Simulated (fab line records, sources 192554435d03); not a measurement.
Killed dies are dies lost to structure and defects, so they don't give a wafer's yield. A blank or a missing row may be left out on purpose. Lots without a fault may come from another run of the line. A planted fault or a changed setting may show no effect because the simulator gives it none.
fab line records | flow n5_finfet
record lots=7 wafers=39
route steps=1938 shown WELL_APT@48 DUMMY_GATE@228 MOL_CONTACT_COAG@559 BEOL_M4@1111
start_h: hours from the record's first day to the start of the lot's first wafer shown | wait_h: hours since the lot's step before | " the same as in the row above | L1.1+2: a row that stands for several wafers | - no value, or no start given | * or withheld: withheld | < > ~ a bound
route shown NAME@n: a module of which the file shows steps, and the number in the route of the first | usual: mean/standard deviation of fault-free wafers | same: alike in all rows | chamber/n: place in a boat | sites: the reading at each site | _std_site: their standard deviation | _edge_site: outer sites' mean less inner sites' | radius_mm: how far each site lies from the wafer's centre | mask NAME#n: copy n | behind: the tool/chamber that last shaped the wafer | hold: why the lot was held/for how many hours/how that ended | device: the transistor (n, p or np) that didn't switch | end of line: the same wafers' tests at the end of the route | a step without rows: its recipe alone | killed: dies lost to structure and defects at the first sort, not the wafer's yield | map: a wafer's dies, x killed, . not, _ none there
set.NAME: the setting as run; set.NAME@STEP: as run at that earlier step | model.NAME: the simulator's own value behind a step, which no gauge read
lots whose settings were changed on purpose; a table a step, a row a wafer
## steps
# step N5_WELL_APT_IMPLANT_32
# recipe species=BF2 energy_kev=50 dose_cm2=2e+13 tilt_deg=0 rotation_deg=0
# step N5_DUMMY_GATE_EXPOSE_12
# recipe mask_id=GATE na=0.33 source_shape=annular sigma_inner=0.2 sigma_outer=0.6 polarization=unpolarized target_cd_nm=25 dose_mj=34
# step N5_DUMMY_GATE_ETCH_42
# recipe chemistry=CHF3/O2 target=SiO2 target_depth_a=35 time_s=31 ion_energy_ev=30 bias_w=12 pressure_mtorr=30 source_w=600 Ar_flow_sccm=200 CHF3_flow_sccm=50 O2_flow_sccm=5
# step N5_MOL_CONTACT_COAG_ALD_27
# recipe material=SiOC target_thk_a=170 temp_c=400 ald_precursor_family=carbosiloxane ald_co_reactant=H2-plasma pulse_time_s=1.5 time_s=2720 purge_time_s=2 co_reactant_purge_time_s=2 ald_cycles=340 pressure_torr=2
# step N5_BEOL_M4_RC_MEAS_101
# usual CJ_N=4.29/0.082
# columns lot.wafer tool chamber start_h wait_h set.dose_cm2@WELL_APT_IMPLANT_32 set.dose_mj@DUMMY_GATE_EXPOSE_12 set.bias_w@DUMMY_GATE_ETCH_42 set.time_s@MOL_CONTACT_COAG_ALD_27 CJ_N
L076.3 prober-01 0 209.26 0.3 2e+13 34 12 2720 4.24
L076.4 " 0 " " 2e+13 34 12 2720 4.36
L076.6 " 0 " " 2e+13 34 12 2720 4.26
L081.1 prober-01 0 252.31 0.0 2e+13 33.15 12 2720 4.28
L081.2 " 0 " " 1.762e+13 34 12 2720 4.04
L081.3 " 0 " " 1.762e+13 33.15 12 2323 4.14
L081.4 " 0 " " 1.762e+13 34 12.58 2323 4.04
L081.5 " 0 " " 2e+13 34 12.58 2720 4.33
L081.6 " 0 " " 2e+13 33.15 12.58 2323 4.37
L084.1 prober-01 0 284.29 0.0 2e+13 31.63 11.23 2185 4.29
L084.2 " 0 " " 2.398e+13 34 12 2720 4.83
L084.3 " 0 " " 2e+13 34 11.23 2720 4.29
L084.4 " 0 " " 2.398e+13 31.63 12 2720 4.70
L084.5 " 0 " " 2e+13 31.63 12 2185 4.33
L084.6 " 0 " " 2.398e+13 34 11.23 2185 4.82
L087.1 prober-01 0 291.12 0.0 1.839e+13 35.73 12 2358 4.08
L087.2 " 0 " " 1.839e+13 34 10.72 2720 4.07
L087.3 " 0 " " 2e+13 35.73 12 2358 4.14
L087.4 " 0 " " 1.839e+13 35.73 10.72 2720 3.96
L087.5 " 0 " " 2e+13 34 10.72 2358 4.15
L087.6 " 0 " " 2e+13 34 12 2720 4.11
L091.1 prober-01 0 308.42 0.0 2e+13 34 10.78 3332 4.28
L091.2 " 0 " " 2.126e+13 34 12 3332 4.48
L091.3 " 0 " " 2.126e+13 34 12 2720 4.37
L091.4 " 0 " " 2e+13 35.89 10.78 2720 4.32
L091.5 " 0 " " 2e+13 35.89 12 2720 4.35
L091.6 " 0 " " 2.126e+13 35.89 10.78 3332 4.56
L092.1 prober-02 0 323.48 0.0 2e+13 34 12 2720 4.36
L092.2 " 0 " " 2e+13 34 12 2268 4.18
L092.3 " 0 " " 2e+13 33.2 12 2268 4.34
L092.4 " 0 " " 2e+13 33.2 12 2720 4.35
L092.5 " 0 " " 2e+13 33.2 12 2268 4.27
L092.6 " 0 " " 2e+13 34 12 2720 4.43
L096.1 prober-02 0 354.48 0.0 2e+13 34 12 3121 4.22
L096.2 " 0 " " 2e+13 34 12 3121 4.17
L096.3 " 0 " " 1.715e+13 34 12 2720 3.89
L096.4 " 0 " " 1.715e+13 35.96 12 2720 3.97
L096.5 " 0 " " 2e+13 35.96 12 2720 4.20
L096.6 " 0 " " 1.715e+13 35.96 12 3121 3.91
## key
split step=N5_WELL_APT_IMPLANT_32 setting=dose_cm2 stated_as=2e+13
response step=N5_BEOL_M4_RC_MEAS_101 reading=CJ_N slope=+0.0214 per=1% together_with=all explained=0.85
split step=N5_DUMMY_GATE_EXPOSE_12 setting=dose_mj stated_as=34
response none clear
split step=N5_DUMMY_GATE_ETCH_42 setting=bias_w stated_as=12
response none clear
split step=N5_MOL_CONTACT_COAG_ALD_27 setting=time_s stated_as=2720
response none clear
